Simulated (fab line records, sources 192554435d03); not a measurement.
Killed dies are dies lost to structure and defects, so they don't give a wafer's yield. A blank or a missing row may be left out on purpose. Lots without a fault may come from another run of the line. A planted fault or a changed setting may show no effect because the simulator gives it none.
fab line records | flow n5_finfet
record lots=7 wafers=21
route steps=1938 shown SD_EPI_P@300 SD_ACTIVATION@330 GATE_CUT@510 MOL_CONTACT_COAG@532 BEOL_M0_SAQP@635
start_h: hours from the record's first day to the start of the lot's first wafer shown | wait_h: hours since the lot's step before | " the same as in the row above | L1.1+2: a row that stands for several wafers | - no value, or no start given | * or withheld: withheld | < > ~ a bound
route shown NAME@n: a module of which the file shows steps, and the number in the route of the first | usual: mean/standard deviation of fault-free wafers | same: alike in all rows | chamber/n: place in a boat | sites: the reading at each site | _std_site: their standard deviation | _edge_site: outer sites' mean less inner sites' | radius_mm: how far each site lies from the wafer's centre | mask NAME#n: copy n | behind: the tool/chamber that last shaped the wafer | hold: why the lot was held/for how many hours/how that ended | device: the transistor (n, p or np) that didn't switch | end of line: the same wafers' tests at the end of the route | a step without rows: its recipe alone | killed: dies lost to structure and defects at the first sort, not the wafer's yield | map: a wafer's dies, x killed, . not, _ none there
set.NAME: the setting as run; set.NAME@STEP: as run at that earlier step | model.NAME: the simulator's own value behind a step, which no gauge read
lots whose settings were changed on purpose; a table a step, a row a wafer
## steps
# step N5_SD_EPI_P_EXPOSE_06
# recipe mask_id=SD_P_BLK na=1.35 source_shape=conventional sigma_outer=0.8 polarization=unpolarized target_cd_nm=240 dose_mj=39.5
# columns lot.wafer tool chamber start_h wait_h mask set.dose_mj
L074.2 arfi_scanner-03 0 52.80 - SD_P_BLK#0 39.5
L074.3+5 " 0 " " SD_P_BLK#0 40.74
L081.1+2+4 arfi_scanner-01 0 96.87 - SD_P_BLK#0 39.5
L086.3+6 arfi_scanner-01 0 126.10 - SD_P_BLK#0 41.11
L086.5 " 0 " " SD_P_BLK#0 39.5
L087.3+5 arfi_scanner-02 0 129.39 - SD_P_BLK#0 39.5
L087.4 " 0 " " SD_P_BLK#0 37.2
L089.3+4 arfi_scanner-01 0 142.44 - SD_P_BLK#0 36.8
L089.6 " 0 " " SD_P_BLK#0 39.5
L090.2+6 arfi_scanner-01 0 150.74 - SD_P_BLK#0 39.5
L090.3 " 0 " " SD_P_BLK#0 36.84
L093.3+4 arfi_scanner-01 0 167.61 - SD_P_BLK#0 37.38
L093.6 " 0 " " SD_P_BLK#0 39.5
# step N5_SD_EPI_P_PEB_07
# recipe peb_temp_c=110 peb_time_s=60 resist=CAR-ArF-block
# step N5_SD_EPI_P_DEVELOP_08
# recipe develop_time_s=30 developer=TMAH resist=CAR-ArF-block dev_temp_c=23 rinse_liquid=diw dry=air_spin
# step N5_SD_EPI_P_CD_MEAS_09
# recipe target_cd_nm=240 landing_energy_ev=500 detector=se_inlens
# usual cd_nm=240.0/0.82
# columns lot.wafer tool chamber start_h wait_h set.dose_mj@SD_EPI_P_EXPOSE_06 cd_nm
L074.2 cd_sem-03 0 52.92 - 39.5 239.9
L074.3 " 0 " " 40.74 242.0
L074.5 " 0 " " 40.74 242.1
L081.1 cd_sem-02 0 96.99 - 39.5 238.6
L081.2 " 0 " " 39.5 239.8
L081.4 " 0 " " 39.5 240.2
L086.3 cd_sem-02 0 126.22 - 41.11 242.7
L086.5 " 0 " " 39.5 239.1
L086.6 " 0 " " 41.11 243.1
L087.3 cd_sem-02 0 129.51 - 39.5 240.7
L087.4 " 0 " " 37.2 234.9
L087.5 " 0 " " 39.5 241.0
L089.3 cd_sem-01 0 142.56 - 36.8 236.6
L089.4 " 0 " " 36.8 235.3
L089.6 " 0 " " 39.5 241.7
L090.2 cd_sem-01 0 150.86 - 39.5 241.8
L090.3 " 0 " " 36.84 236.5
L090.6 " 0 " " 39.5 239.4
L093.3 cd_sem-02 0 167.73 - 37.38 236.6
L093.4 " 0 " " 37.38 236.7
L093.6 " 0 " " 39.5 240.3
# step N5_SD_EPI_P_DESCUM_14
# recipe chemistry=O2 time_s=7.9 source_power_w=50 bias_power_w=20 pressure_mtorr=20 rf_frequency_hz=2.712e+07 temp_c=40 resist=CAR-ArF-block o2_flow_sccm=225
# columns lot.wafer tool chamber start_h wait_h set.dose_mj@SD_EPI_P_EXPOSE_06 model.SD_EPI_P.cd_nm
L074.2 rie_diel-05 3 53.00 0.0 39.5 239.8
L074.3 " 1 " " 40.74 242
L074.5 " 0 " " 40.74 241.8
L081.1 rie_diel-05 1 97.08 0.0 39.5 239.2
L081.2 " 3 " " 39.5 239.8
L081.4 " 0 " " 39.5 240
L086.3 rie_diel-05 0 126.30 0.0 41.11 242.6
L086.5 " 3 " " 39.5 239.2
L086.6 " 0 " " 41.11 243
L087.3 rie_diel-02 3 129.62 0.1 39.5 240.8
L087.4 " 2 " " 37.2 235
L087.5 " 3 " " 39.5 240.4
L089.3 rie_diel-06 0 142.64 0.0 36.8 237
L089.4 " 2 " " 36.8 235
L089.6 " 1 " " 39.5 241.8
L090.2 rie_diel-02 0 151.38 0.3 39.5 241.4
L090.3 " 1 " " 36.84 236.4
L090.6 " 3 " " 39.5 239.6
L093.3 rie_diel-06 2 167.81 0.0 37.38 236.4
L093.4 " 0 " " 37.38 236.8
L093.6 " 2 " " 39.5 240.4
# step N5_SD_EPI_P_ETCH_36
# recipe chemistry=CF4 target=SiARC target_depth_a=455 mask_material=CAR-ArF-block time_s=75.8 ion_energy_ev=80 pressure_mtorr=40 source_w=545 bias_w=36 Ar_flow_sccm=100 cf4_flow_sccm=100 ends=cleared
# columns lot.wafer tool chamber start_h wait_h set.dose_mj@SD_EPI_P_EXPOSE_06 model.SD_EPI_P.cd_nm
L074.2 rie_diel-05 3 53.04 0.0 39.5 239.8
L074.3 " 1 " " 40.74 242.2
L074.5 " 0 " " 40.74 241.8
L081.1 rie_diel-05 1 97.11 0.0 39.5 239
L081.2 " 3 " " 39.5 240
L081.4 " 0 " " 39.5 239.8
L086.3 rie_diel-05 0 126.34 0.0 41.11 242.6
L086.5 " 3 " " 39.5 239.2
L086.6 " 0 " " 41.11 243
L087.3 rie_diel-02 3 129.65 0.0 39.5 240.6
L087.4 " 2 " " 37.2 234.6
L087.5 " 3 " " 39.5 240.2
L089.3 rie_diel-06 0 142.68 0.0 36.8 237
L089.4 " 2 " " 36.8 235.2
L089.6 " 1 " " 39.5 242
L090.2 rie_diel-02 0 151.42 0.0 39.5 241.2
L090.3 " 1 " " 36.84 236.4
L090.6 " 3 " " 39.5 239.6
L093.3 rie_diel-06 2 167.85 0.0 37.38 236.2
L093.4 " 0 " " 37.38 236.8
L093.6 " 2 " " 39.5 240.4
# step N5_SD_EPI_P_ETCH_37
# recipe chemistry=N2/H2 target=SOC overetch_a=1080 mask_material=SiARC temp_c=40 ion_energy_ev=100 source_w=3000 bias_w=133 pressure_mtorr=20 time_s=486 n2_flow_sccm=200 h2_flow_sccm=200 ends=end_point
# columns lot.wafer tool chamber start_h wait_h set.dose_mj@SD_EPI_P_EXPOSE_06 model.SD_EPI_P.cd_nm
L074.2 rie_diel-05 3 53.09 0.0 39.5 241.6
L074.3 " 1 " " 40.74 242.6
L074.5 " 0 " " 40.74 242.4
L081.1 rie_diel-05 1 97.17 0.0 39.5 239.6
L081.2 " 3 " " 39.5 241.2
L081.4 " 0 " " 39.5 240.8
L086.3 rie_diel-05 0 126.39 0.0 41.11 242.8
L086.5 " 3 " " 39.5 239.6
L086.6 " 0 " " 41.11 243.4
L087.3 rie_diel-02 3 129.71 0.0 39.5 242
L087.4 " 2 " " 37.2 234
L087.5 " 3 " " 39.5 241.8
L089.3 rie_diel-06 0 142.73 0.0 36.8 235.6
L089.4 " 2 " " 36.8 234.6
L089.6 " 1 " " 39.5 243.4
L090.2 rie_diel-02 0 151.47 0.0 39.5 240.2
L090.3 " 1 " " 36.84 238.8
L090.6 " 3 " " 39.5 240.4
L093.3 rie_diel-06 2 167.90 0.0 37.38 236.8
L093.4 " 0 " " 37.38 236.2
L093.6 " 2 " " 39.5 241.8
# step N5_SD_EPI_P_STRIP_38
# recipe chemistry=N2/H2 temp_c=40 n2_flow_sccm=200 h2_flow_sccm=200 rf_frequency_hz=6e+07
# step N5_SD_EPI_P_ETCHBACK_46
# recipe chemistry=CH3F/O2 mode=anisotropic_etchback target=SiNx target_depth_a=175 stop_on=SiO2 over_etch_frac=0.3 ion_energy_ev=120 pressure_mtorr=30 source_w=395 bias_w=73 Ar_flow_sccm=150 CH3F_flow_sccm=30 O2_flow_sccm=20
# step N5_SD_EPI_P_ETCH_47
# recipe chemistry=CH3F/O2 target=SiOCN target_depth_a=250 mask_material=SOC ion_energy_ev=60 bias_w=29 pressure_mtorr=30 source_w=410 Ar_flow_sccm=150 CH3F_flow_sccm=30 O2_flow_sccm=20
# columns lot.wafer tool chamber start_h wait_h set.dose_mj@SD_EPI_P_EXPOSE_06 model.SD_EPI_P.cd_nm
L074.2 rie_diel-05 3 53.52 0.1 39.5 241.6
L074.3 " 1 " " 40.74 242.8
L074.5 " 0 " " 40.74 242.4
L081.1 rie_diel-05 1 97.59 0.1 39.5 239.8
L081.2 " 3 " " 39.5 241.4
L081.4 " 0 " " 39.5 240.8
L086.3 rie_diel-05 0 126.82 0.1 41.11 242.8
L086.5 " 3 " " 39.5 239.8
L086.6 " 0 " " 41.11 243.2
L087.3 rie_diel-02 3 130.13 0.1 39.5 242
L087.4 " 2 " " 37.2 234
L087.5 " 3 " " 39.5 241.8
L089.3 rie_diel-06 0 143.16 0.1 36.8 235.4
L089.4 " 2 " " 36.8 234.8
L089.6 " 1 " " 39.5 243.8
L090.2 rie_diel-02 0 151.90 0.1 39.5 240.2
L090.3 " 1 " " 36.84 239
L090.6 " 3 " " 39.5 240.6
L093.3 rie_diel-06 2 168.33 0.1 37.38 236.8
L093.4 " 0 " " 37.38 236.2
L093.6 " 2 " " 39.5 241.8
# step N5_SD_EPI_P_ETCH_16
# recipe chemistry=CHF3/O2 target=SiO2 target_depth_a=50 mask_material=SOC pressure_mtorr=30 source_w=650 bias_w=170 Ar_flow_sccm=200 CHF3_flow_sccm=50 O2_flow_sccm=5 ion_energy_ev=200
# step N5_SD_EPI_P_STRIP_50
# recipe chemistry=CHF3/O2 resist=SiARC rf_frequency_hz=6e+07
# step N5_SD_EPI_P_SD_RECESS_17
# recipe chemistry=HBr/Cl2/O2 target_depth_a=391 bt_time_s=3 pressure_mtorr=10 icp_w=800 bias_w=112 HBr_flow_sccm=150 Cl2_flow_sccm=80 O2_flow_sccm=12
# columns lot.wafer tool chamber start_h wait_h set.dose_mj@SD_EPI_P_EXPOSE_06 model.SD_EPI_P.cd_nm
L074.2 rie_si-02 1 53.69 0.0 39.5 241.6
L074.3 " 2 " " 40.74 242.4
L074.5 " 2 " " 40.74 242.2
L081.1 rie_si-04 1 97.76 0.0 39.5 239.8
L081.2 " 0 " " 39.5 241.2
L081.4 " 2 " " 39.5 241
L086.3 rie_si-05 0 126.99 0.0 41.11 242.8
L086.5 " 0 " " 39.5 239.8
L086.6 " 3 " " 41.11 243.4
L087.3+5 rie_si-05 2 130.30 0.0 39.5 242
L087.4 " 3 " " 37.2 234.2
L089.3 rie_si-04 2 143.33 0.0 36.8 235.4
L089.4 " 0 " " 36.8 234.6
L089.6 " 2 " " 39.5 243.8
L090.2+6 rie_si-05 3,2 152.07 0.0 39.5 240.4
L090.3 " 1 " " 36.84 238.8
L093.3 rie_si-02 0 168.50 0.0 37.38 236.8
L093.4 " 3 " " 37.38 235.8
L093.6 " 1 " " 39.5 241.6
# step N5_SD_EPI_P_WET_ETCH_45
# recipe chemistry=dHF dilution=withheld time_s=10.7 target=SiO2 target_depth_a=20 temp_c=25 dry=ipa_marangoni rinse_time_s=30 rinse_temp_c=23
# step N5_SD_EPI_P_STRIP_40
# recipe chemistry=N2/H2 power_w=1000 temp_c=250 h2_frac=0.65 overash_fraction=0.3 pressure_mtorr=withheld n2_flow_sccm=1750 h2_flow_sccm=3250
# step N5_SD_EPI_P_EPI_21
# recipe material=SiGe:B dopant=B temp_c=550 pressure_torr=20 ambient=H2 time_s=355
# step N5_SD_EPI_P_HM_STRIP_48
# recipe chemistry=H3PO4 temp_c=160 material=SiNx target=SiNx target_depth_a=30 overetch_fraction=0.3
# columns lot.wafer tool chamber start_h wait_h set.time_s@SD_EPI_N_EPI_21 model.Si-P_of_SD_EPI_N_EPI_21.thk_nm
L074.2 wet_bench-04 1 56.58 0.0 690 58
L074.3 " 5 " " 799.1 65.4
L074.5 " 6 " " 799.1 64.2
L081.1 wet_bench-05 0 100.66 0.0 690 58.8
L081.2 " 4 " " 690 58.6
L081.4 " 5 " " 690 59
L086.3 wet_bench-05 7 129.90 0.0 601.6 53
L086.5 " 4 " " 690 58.4
L086.6 " 5 " " 690 57.6
L087.3 wet_bench-04 4 134.04 0.0 629.3 54
L087.4 " 0 " " 690 57.4
L087.5 " 2 " " 690 57.6
L089.3+6 wet_bench-06 6,2 146.22 0.0 690 58.8
L089.4 " 5 " " 690 59
L090.2 wet_bench-06 6 154.96 0.0 816.1 65.8
L090.3 " 5 " " 690 58.8
L090.6 " 0 " " 816.1 65.4
L093.3 wet_bench-04 5 171.39 0.0 690 58.8
L093.4 " 3 " " 624.7 55.4
L093.6 " 4 " " 690 59.2
# step N5_SD_EPI_P_SRD_49
# recipe dry=ipa_marangoni time_s=30 temp_c=23 rinse_liquid=diw
# step N5_SD_EPI_P_PRECLEAN_24
# recipe chemistry=O3/DIW time_s=45 temp_c=22 o3_ppm=10
# step N5_SD_ACTIVATION_RTA_00
# recipe temp_c=975 time_s=0 ambient=N2 idle_temp_c=600 ramp_up_c_per_s=150 ramp_down_c_per_s=60 cool_to_c=600
# step N5_SD_ACTIVATION_LSA_01
# recipe temp_c=1080 time_s=0.0008 ambient=N2
# step N5_SD_ACTIVATION_RS_MEAS_03
# recipe thk_meas_gauge=four-point-probe
# usual RS_SD_N=21.89/0.27 RS_SD_P=56.1/0.87
# columns lot.wafer tool chamber start_h wait_h set.time_s@SD_EPI_N_EPI_21 RS_SD_N[ohm/sq] RS_SD_P[ohm/sq]
L074.2 film_metro-01 - 57.17 0.2 690 22.05 56.2
L074.3 " - " " 799.1 19.74 56.8
L074.5 " - " " 799.1 20.14 56.9
L081.1 film_metro-02 - 101.23 0.2 690 21.75 57.0
L081.2 " - " " 690 21.87 57.4
L081.4 " - " " 690 21.59 57.7
L086.3 film_metro-01 - 130.64 0.2 601.6 24.07 55.5
L086.5 " - " " 690 21.82 55.5
L086.6 " - " " 690 22.10 55.7
L087.3 film_metro-01 - 134.67 0.2 629.3 23.41 56.6
L087.4 " - " " 690 22.46 56.3
L087.5 " - " " 690 22.26 55.6
L089.3 film_metro-01 - 146.97 0.2 690 21.66 57.7
L089.4 " - " " 690 21.56 57.2
L089.6 " - " " 690 21.75 56.7
L090.2 film_metro-01 - 155.56 0.2 816.1 19.17 57.5
L090.3 " - " " 690 21.60 56.7
L090.6 " - " " 816.1 19.41 56.4
L093.3 film_metro-02 - 172.01 0.2 690 22.07 57.6
L093.4 " - " " 624.7 23.06 57.8
L093.6 " - " " 690 21.60 57.7
# step N5_GATE_CUT_ALD_22
# recipe material=SiNx target_thk_a=160 temp_c=400 ald_precursor_family=SiH2I2 ald_co_reactant=N2/H2-plasma pulse_time_s=1 ald_cycles=320 purge_time_s=2 co_reactant_purge_time_s=2 pressure_torr=2
# columns lot.wafer tool chamber start_h wait_h set.ald_cycles model.SiNx_of_GATE_CUT_ALD_22.thk_nm
L074.2 ald_sin-01 2 82.48 0.0 368 18.4
L074.3+5 " 3,0 " " 320 16
L081.1+2+4 ald_sin-03 3,2,1 126.29 0.0 320 16
L086.3 ald_sin-02 0 157.82 1.4 372 18.6
L086.5 " 3 " " 320 15.8
L086.6 " 2 " " 320 16
L087.3 ald_sin-02 1 160.09 0.0 345 17.4
L087.4 " 3 " " 320 16
L087.5 " 0 " " 345 17.2
L089.3+4+6 ald_sin-01 1,3,3 174.11 0.0 320 16
L090.2 ald_sin-02 2 183.03 0.1 320 16
L090.3 " 3 " " 320 15.8
L090.6 " 2 " " 320 16.2
L093.3+4+6 ald_sin-01 1,0,2 198.06 0.0 320 16
# step N5_MOL_CONTACT_COAG_ETCH_106
# recipe chemistry=N2/H2 target=SOC target_depth_a=800 overetch_a=160 mask_material=SiARC temp_c=40 time_s=120 ion_energy_ev=200 pressure_mtorr=30 source_w=840 bias_w=150 n2_flow_sccm=200 h2_flow_sccm=200
# usual rf_vpp_V=523.9/2.4
# columns lot.wafer tool chamber start_h wait_h set.source_w rf_vpp_V
L074.2 rie_diel-03 0 85.63 0.0 768 538.4
L074.3 " 1 " " 840 521.0
L074.5 " 2 " " 840 527.3
L081.1 rie_diel-01 1 129.44 0.0 840 528.3
L081.2 " 3 " " 840 524.2
L081.4 " 0 " " 840 521.6
L086.3 rie_diel-01 1 161.15 0.0 840 526.0
L086.5 " 3 " " 931.8 505.6
L086.6 " 2 " " 840 524.2
L087.3 rie_diel-04 2 163.49 0.0 840 525.4
L087.4 " 3 " " 840 526.8
L087.5 " 0 " " 840 522.3
L089.3 rie_diel-01 0 177.14 0.0 971.5 497.5
L089.4 " 3 " " 840 522.6
L089.6 " 1 " " 971.5 502.8
L090.2 rie_diel-03 1 186.23 0.0 960.2 498.6
L090.3 " 0 " " 840 522.4
L090.6 " 2 " " 960.2 501.8
L093.3 rie_diel-01 1 201.22 0.0 840 527.0
L093.4 " 2 " " 701.4 555.5
L093.6 " 0 " " 701.4 554.1
# step N5_BEOL_M0_SAQP_PECVD_03
# recipe material=SiCN target_thk_a=120 temp_c=withheld precursor=3MS/NH3 pressure_torr=3 rf_w=202 time_s=21.1
# columns lot.wafer tool chamber start_h wait_h set.time_s model.SiCN_of_BEOL_M0_SAQP_PECVD_03.thk_nm
L074.2 pecvd-01 2 103.86 0.1 21.1 11.4
L074.3 " 0 " " 23.27 12.8
L074.5 " 1 " " 23.27 13.2
L081.1+4 pecvd-01 1,0 152.39 0.1 21.1 12
L081.2 " 0 " " 21.1 11.6
L086.3+6 pecvd-01 0,1 179.62 0.1 20.13 11.6
L086.5 " 0 " " 21.1 12.4
L087.3 pecvd-01 2 183.26 0.1 21.1 11.8
L087.4 " 2 " " 21.1 12
L087.5 " 0 " " 21.1 12.2
L089.3+6 pecvd-02 1,0 194.63 0.1 20.03 11
L089.4 " 1 " " 21.1 11.8
L090.2 pecvd-03 0 204.89 0.1 21.1 12
L090.3 " 2 " " 21.1 11.6
L090.6 " 0 " " 21.1 12.2
L093.3 pecvd-02 2 218.43 0.1 18.16 10.4
L093.4 " 0 " " 21.1 11.8
L093.6 " 0 " " 18.16 10.2
## key
split step=N5_SD_EPI_P_EXPOSE_06 setting=dose_mj stated=39.5 by=wafer
response step=N5_SD_EPI_P_CD_MEAS_09 reading=cd_nm change=+0.791 per=1% r=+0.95
response step=N5_SD_EPI_P_DESCUM_14 reading=model.SD_EPI_P.cd_nm change=+0.781 per=1% r=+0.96
response step=N5_SD_EPI_P_ETCH_36 reading=model.SD_EPI_P.cd_nm change=+0.792 per=1% r=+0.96
response step=N5_SD_EPI_P_ETCH_37 reading=model.SD_EPI_P.cd_nm change=+0.874 per=1% r=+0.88
response step=N5_SD_EPI_P_ETCH_47 reading=model.SD_EPI_P.cd_nm change=+0.88 per=1% r=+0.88
response step=N5_SD_EPI_P_SD_RECESS_17 reading=model.SD_EPI_P.cd_nm change=+0.885 per=1% r=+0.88
split step=N5_GATE_CUT_ALD_22 setting=ald_cycles stated=320 by=wafer
response step=N5_GATE_CUT_ALD_22 reading=model.SiNx_of_GATE_CUT_ALD_22.thk_nm change=+0.164 per=1% r=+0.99
split step=N5_MOL_CONTACT_COAG_ETCH_106 setting=source_w stated=840 by=wafer
response step=N5_MOL_CONTACT_COAG_ETCH_106 reading=rf_vpp_V change=-1.6 per=1% r=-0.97
split step=N5_BEOL_M0_SAQP_PECVD_03 setting=time_s stated=21.1 by=wafer
response step=N5_BEOL_M0_SAQP_PECVD_03 reading=model.SiCN_of_BEOL_M0_SAQP_PECVD_03.thk_nm change=+0.13 per=1% r=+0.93
split outside_this_file step=N5_SD_EPI_N_EPI_21 setting=time_s
# split outside_this_file: this setting was split too, and the file shows its column; the key of that split is in another file
